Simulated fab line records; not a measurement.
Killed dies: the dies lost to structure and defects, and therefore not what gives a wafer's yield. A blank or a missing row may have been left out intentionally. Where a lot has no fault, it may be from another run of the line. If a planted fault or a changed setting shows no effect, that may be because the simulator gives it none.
fab line records ; flow nandHarc
record: lots: 6; wafers: 16; lastDay: 32
route steps=1302 shown A_ONON_D1@428 END@1302
lots that met no fault: from a run of the same line without faults
startH: hours from the record's opening day to when the first of the lot's shown wafers began ; waitH: hours elapsed since this lot's preceding step ; " as in the row above ; L1.1+2: a row that stands for several wafers ; - either no value or no given start ; * or withheld: withheld ; < > ~ a bound
route shown NAME@n: NAME is a module with steps in the file, n the number in the route of the first one ; usual: mean/standard deviation of fault-free wafers ; same: alike in all rows ; chamber/n: place in a boat ; sites: readings site by site ; _std_site: their standard deviation ; _edge_site: inner sites' mean taken away from outer sites' mean ; radiusMm: for every site, how far away it sits from the centre of the wafer ; mask NAME#n: copy n ; behind: tool/chamber where the wafer was last shaped ; hold: reason for holding the lot/hours on hold/outcome of the hold ; device: the n, p or np transistor that did not switch ; end of line: tests run on the same wafers once the route is complete ; a step without rows: its recipe alone ; killed: dies that structure and defects cost at the first sort, which is not the same as the wafer's yield ; map: a wafer's dies, x killed, . not, _ none there
set.NAME: the setting as run; set.NAME@STEP: as run at that earlier step ; model.NAME: the simulator's own value behind a step, which no gauge read
lots at selected steps of the route; one table per step, one row per wafer
services: the hour from which a tool's chamber was out of use, counted from the record's first day as startH (under 0 if before that day), plus the number of hours and why
== steps ==
step: NHARC_A_ONON_D1_DEP_06
recipe: targetThkA: 10000; n2FlowSccm: 2750; n2oFlowSccm: 2000; nh3FlowSccm: 500; sih4FlowSccm: 210; tempC: 400
step: NHARC_A_ONON_D1_THK_MEAS_08
recipe: thkMeasGauge: ellipsometry
usual: thkNm: 998/9.3
lot.wafer;tool;chamber;startH;waitH;thkNm
L989.2;filmMetro-02;-;158.14;-;1011
L989.4;filmMetro-02;-;158.14;-;1011
L989.6;filmMetro-02;-;158.14;-;1011
L994.2;filmMetro-02;-;216.73;-;1006
L994.3;filmMetro-02;-;216.73;-;1008
L994.5;filmMetro-02;-;216.73;-;1007
L100.3;filmMetro-02;-;270.11;-;979
L100.4;filmMetro-02;-;270.11;-;979
L101.3;filmMetro-02;-;280.93;-;988
L101.4;filmMetro-02;-;280.93;-;988
L106.1;filmMetro-01;-;336.01;-;1003
L106.3;filmMetro-01;-;336.01;-;1002
L106.4;filmMetro-01;-;336.01;-;1001
L109.2;filmMetro-02;-;361.75;-;999
L109.3;filmMetro-02;-;361.75;-;1000
L109.4;filmMetro-02;-;361.75;-;999
step: NHARC_A_ONON_D1_DEP_09
recipe: targetThkA: 10000; n2FlowSccm: 2750; n2oFlowSccm: 2000; nh3FlowSccm: 500; sih4FlowSccm: 210; tempC: 400
step: NHARC_A_ONON_D1_THK_MEAS_11
recipe: thkMeasGauge: ellipsometry
usual: thkNm: 998/9.7
lot.wafer;tool;chamber;startH;waitH;thkNm
L989.2;filmMetro-02;-;158.71;-;978
L989.4;filmMetro-02;-;158.71;-;977
L989.6;filmMetro-02;-;158.71;-;977
L994.2;filmMetro-02;-;217.30;-;996
L994.3;filmMetro-02;-;217.30;-;994
L994.5;filmMetro-02;-;217.30;-;993
L100.3;filmMetro-01;-;270.67;-;998
L100.4;filmMetro-01;-;270.67;-;996
L101.3;filmMetro-01;-;281.50;-;990
L101.4;filmMetro-01;-;281.50;-;991
L106.1;filmMetro-01;-;336.57;-;990
L106.3;filmMetro-01;-;336.57;-;989
L106.4;filmMetro-01;-;336.57;-;988
L109.2;filmMetro-02;-;362.32;-;997
L109.3;filmMetro-02;-;362.32;-;996
L109.4;filmMetro-02;-;362.32;-;996
step: NHARC_A_ONON_D1_DEP_12
recipe: targetThkA: 10000; n2FlowSccm: 2750; n2oFlowSccm: 2000; nh3FlowSccm: 500; sih4FlowSccm: 210; tempC: 400
step: NHARC_A_ONON_D1_THK_MEAS_14
recipe: thkMeasGauge: ellipsometry
usual: thkNm: 997/8.7
lot.wafer;tool;chamber;startH;waitH;thkNm
L989.2;filmMetro-02;-;159.28;-;980
L989.4;filmMetro-02;-;159.28;-;979
L989.6;filmMetro-02;-;159.28;-;980
L994.2;filmMetro-02;-;217.89;-;999
L994.3;filmMetro-02;-;217.89;-;1000
L994.5;filmMetro-02;-;217.89;-;1001
L100.3;filmMetro-01;-;271.24;-;991
L100.4;filmMetro-01;-;271.24;-;989
L101.3;filmMetro-01;-;282.07;-;1001
L101.4;filmMetro-01;-;282.07;-;1002
L106.1;filmMetro-02;-;337.13;-;1002
L106.3;filmMetro-02;-;337.13;-;1004
L106.4;filmMetro-02;-;337.13;-;1004
L109.2;filmMetro-01;-;362.88;-;996
L109.3;filmMetro-01;-;362.88;-;996
L109.4;filmMetro-01;-;362.88;-;994
step: NHARC_A_ONON_D1_ANNEAL_15
recipe: tempC: 750; timeS: 3600
step: NHARC_A_ONON_D1_DEP_16
recipe: targetThkA: 10000; n2FlowSccm: 2750; n2oFlowSccm: 2000; nh3FlowSccm: 500; sih4FlowSccm: 210; tempC: 400
step: NHARC_A_ONON_D1_THK_MEAS_18
recipe: thkMeasGauge: ellipsometry
usual: thkNm: 999/7.1
lot.wafer;tool;chamber;startH;waitH;thkNm
L989.2;filmMetro-02;-;167.07;-;999
L989.4;filmMetro-02;-;167.07;-;998
L989.6;filmMetro-02;-;167.07;-;998
L994.2;filmMetro-02;-;226.40;-;992
L994.3;filmMetro-02;-;226.40;-;990
L994.5;filmMetro-02;-;226.40;-;994
L100.3;filmMetro-01;-;279.04;-;986
L100.4;filmMetro-01;-;279.04;-;987
L101.3;filmMetro-01;-;294.09;-;1003
L101.4;filmMetro-01;-;294.09;-;1001
L106.1;filmMetro-02;-;344.96;-;995
L106.3;filmMetro-02;-;344.96;-;996
L106.4;filmMetro-02;-;344.96;-;995
L109.2;filmMetro-02;-;373.54;-;1004
L109.3;filmMetro-02;-;373.54;-;1005
L109.4;filmMetro-02;-;373.54;-;1005
step: NHARC_A_ONON_D1_DEP_19
recipe: targetThkA: 10000; n2FlowSccm: 2750; n2oFlowSccm: 2000; nh3FlowSccm: 500; sih4FlowSccm: 210; tempC: 400
step: NHARC_A_ONON_D1_THK_MEAS_21
recipe: thkMeasGauge: ellipsometry
usual: thkNm: 1003/8.5
lot.wafer;tool;chamber;startH;waitH;thkNm
L989.2;filmMetro-02;-;167.64;-;1014
L989.4;filmMetro-02;-;167.64;-;1013
L989.6;filmMetro-02;-;167.64;-;1013
L994.2;filmMetro-02;-;226.96;-;1014
L994.3;filmMetro-02;-;226.96;-;1015
L994.5;filmMetro-02;-;226.96;-;1014
L100.3;filmMetro-02;-;279.60;-;1000
L100.4;filmMetro-02;-;279.60;-;999
L101.3;filmMetro-01;-;294.66;-;1003
L101.4;filmMetro-01;-;294.66;-;1003
L106.1;filmMetro-01;-;345.52;-;1003
L106.3;filmMetro-01;-;345.52;-;1003
L106.4;filmMetro-01;-;345.52;-;1003
L109.2;filmMetro-01;-;374.11;-;989
L109.3;filmMetro-01;-;374.11;-;992
L109.4;filmMetro-01;-;374.11;-;989
step: NHARC_A_ONON_D1_DEP_22
recipe: targetThkA: 10000; n2FlowSccm: 2750; n2oFlowSccm: 2000; nh3FlowSccm: 500; sih4FlowSccm: 210; tempC: 400
usual: sih4FlowSccm: 210.0/0.59; susceptorTempC: 400.01/0.24
lot.wafer;tool;chamber;startH;waitH;sih4FlowSccm;susceptorTempC
L989.2;pecvdOnon-02;0;167.75;0.1;210.7;399.98
L989.4;pecvdOnon-02;0;167.75;0.1;210.6;399.69
L989.6;pecvdOnon-02;0;167.75;0.1;210.9;400.03
L994.2;pecvdOnon-04;0;227.08;0.1;209.1;400.16
L994.3;pecvdOnon-04;0;227.08;0.1;210.5;400.07
L994.5;pecvdOnon-04;0;227.08;0.1;209.6;400.13
L100.3;pecvdOnon-02;0;279.78;0.2;211.0;400.17
L100.4;pecvdOnon-02;0;279.78;0.2;210.6;400.51
L101.3;pecvdOnon-02;0;294.83;0.2;208.9;400.22
L101.4;pecvdOnon-02;0;294.83;0.2;209.7;400.21
L106.1;pecvdOnon-01;0;345.58;0.1;209.9;400.27
L106.3;pecvdOnon-01;0;345.58;0.1;209.9;400.29
L106.4;pecvdOnon-01;0;345.58;0.1;210.1;400.41
L109.2;pecvdOnon-01;0;374.22;0.1;209.9;399.64
L109.3;pecvdOnon-01;0;374.22;0.1;210.3;399.83
L109.4;pecvdOnon-01;0;374.22;0.1;209.7;399.92
step: NHARC_A_ONON_D1_THK_MEAS_24
recipe: thkMeasGauge: ellipsometry
usual: thkNm: 1004/8.8
lot.wafer;tool;chamber;startH;waitH;thkNm
L989.2;filmMetro-01;-;168.20;-;1004
L989.4;filmMetro-01;-;168.20;-;1002
L989.6;filmMetro-01;-;168.20;-;1005
L994.2;filmMetro-02;-;227.53;-;1022
L994.3;filmMetro-02;-;227.53;-;1023
L994.5;filmMetro-02;-;227.53;-;1023
L100.3;filmMetro-02;-;280.17;-;997
L100.4;filmMetro-02;-;280.17;-;1032
L101.3;filmMetro-01;-;295.22;-;1006
L101.4;filmMetro-01;-;295.22;-;1042
L106.1;filmMetro-02;-;346.09;-;1000
L106.3;filmMetro-02;-;346.09;-;1001
L106.4;filmMetro-02;-;346.09;-;1001
L109.2;filmMetro-01;-;374.67;-;1008
L109.3;filmMetro-01;-;374.67;-;1005
L109.4;filmMetro-01;-;374.67;-;1005
step: NHARC_A_ONON_D1_DEP_25
recipe: targetThkA: 10000; n2FlowSccm: 2750; n2oFlowSccm: 2000; nh3FlowSccm: 500; sih4FlowSccm: 210; tempC: 400
step: NHARC_END_SORT_01
recipe: tempC: 25
usual: killedAtArray: 56/20; killedAtOther: 0.9/1.1; killedAtPeriphery: 3.7/3; killedDies: 61/21; killedOpen: 2.9/1.6; killedShort: 2.6/1.4
same: grossDies: 677
lot.wafer;tool;chamber;startH;waitH;killedAtArray;killedAtOther;killedAtPeriphery;killedDies;killedOpen;killedShort
L100.4;prober-01;0;672.00;3.4;114;0;6;120;4;3
L101.3;prober-02;0;680.30;3.1;30;1;2;33;3;0
L101.4;prober-02;0;681.10;3.4;106;1;4;111;3;3
killed by level:class
L100.4 A_ONON_D1:areaDep=44 A_SLIT:chamberFilmFlake=22 A_CHANNEL_HOLE_D1:chamberFilmFlake=18 A_CHANNEL_HOLE_D2:chamberFilmFlake=13 P_STI:chamberFilmFlake=3 A_STAIRCASE:chamberFilmFlake=3 P_M0:chamberFilmFlake=2 A_CONTACT:chamberFilmFlake=2
L101.3 A_CHANNEL_HOLE_D1:chamberFilmFlake=22 A_STAIRCASE:chamberFilmFlake=3 A_CHANNEL_FILL_D1:chamberFilmFlake=2 P_GATE:geometricParticle:open=1 A_CHANNEL_FILL_D1:geometricParticle:open=1 A_M0:geometricParticle:open=1 P_M2:chamberFilmFlake=1 A_CHANNEL_FILL_D2:chamberFilmFlake=1
L101.4 A_ONON_D1:areaDep=50 A_CHANNEL_HOLE_D1:chamberFilmFlake=38 A_CHANNEL_FILL_D2:chamberFilmFlake=4 A_SLIT:chamberFilmFlake=3 P_ZERO_WELL:chamberFilmFlake=2 A_STAIRCASE:chamberFilmFlake=2 P_GATE:geometricParticle:open=1 A_ONON_D1:geometricParticle:short=1
map L100.4 (x killed, . not)
____________.____________
_________.....x._________
_______......x...._______
______.........x..x______
_____..x..x........._____
____........x........____
____.................____
___...................___
___...x...............___
__..............x.....x__
__x.......x....x..x....__
_x......xx.........x...._
_.....xx..x.x.........xx_
_.............x..x....x._
_...x....x...........x.._
_..................x...._
.......x........x........
..............x...xx.....
x.......................x
.........................
...x...............x.....
_..x...........x......x._
_....x...........x......_
_.xx...........xx.x....._
_.............xx...x...._
_..x....xx..x..x.xx.x..._
__........x..xxxxxx....__
__.......x..x.xx.xxx...__
___..........x.xxxx...___
___.....x.....xxxxxx..___
____..........xxxxx..____
____.....x...xxxxx.x.____
_____..x......xxxxxx_____
______.x.....xxxxxx______
_______......x.xxx_______
_________....xxx_________
____________.____________
map L101.4 (x killed, . not)
____________x____________
_________......._________
_______......x...._______
______.............______
_____x.......x......_____
____..x..............____
____xxx.x.........x..____
___xxx.x..x...........___
___x.xxxx....xx.......___
__xxxxxx..x..x..x.x....__
__..xxxx.x.........x...__
_x.xxxxxx....xx..x......_
_..x.xxx...x.xx........._
_.xxxx..............x..._
_...xxx................._
_..x..x......x.........._
....x.......x.....x......
.......x.................
....x...............x....
.x..........x...x....x...
x.xx..x..........x.......
_......................._
_...xx....x....x........_
_....x.....x.........xxx_
_....x.x.x.....xx......._
_......................._
__...xxxx......x.......__
__........x............__
___..x.......x........___
___x..................___
____...........x.....____
____x.x..............____
_____x.............._____
______............x______
_______..........._______
_________x......_________
____________x____________
== services ==
tool;chamber;startH;hours;kind
pecvdOnon-02;-;185.00;13.0;pm
pecvdOnon-01;-;269.00;13.0;pm
pecvdOnon-04;-;311.00;13.0;pm
pecvdOnon-02;-;366.32;13.0;pm
== key ==
firstSign: step: NHARC_A_ONON_D1_THK_MEAS_24; reading: thkNm; direction: up; sigmas: 3.8; usual: 1004; struck: 1037
effect: step: NHARC_END_SORT_01; reading: killedDies; direction: up; sigmas: 2.7; usual: 61; struck: 116
moreKillsBornAt: NHARC_A_ONON_D1_DEP_22@pecvdOnon-02: 94
metAt NHARC_A_ONON_D1_DEP_22
struckWafers L100.4,L101.4
testerLeftOut L100,L101
onsetBetween 167.75 279.78
fault: kind: processParameterDrift; tool: pecvdOnon-02; chamber: -; onsetH: 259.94; steps: NHARC_A_ONON_D1_DEP_22; channel: targetThkA; offset: *; shape: step; endH: 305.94; scope: struckWafersOnly; actsIn: *; stated: *
testerLeftOut: of these lots the tester's yield and bins aren't shown, on N5 and GAA mostly nor the transistor test; their killed dies are dies lost to structure and defects alone, not to doping, threshold or leakage, so they don't give the yield
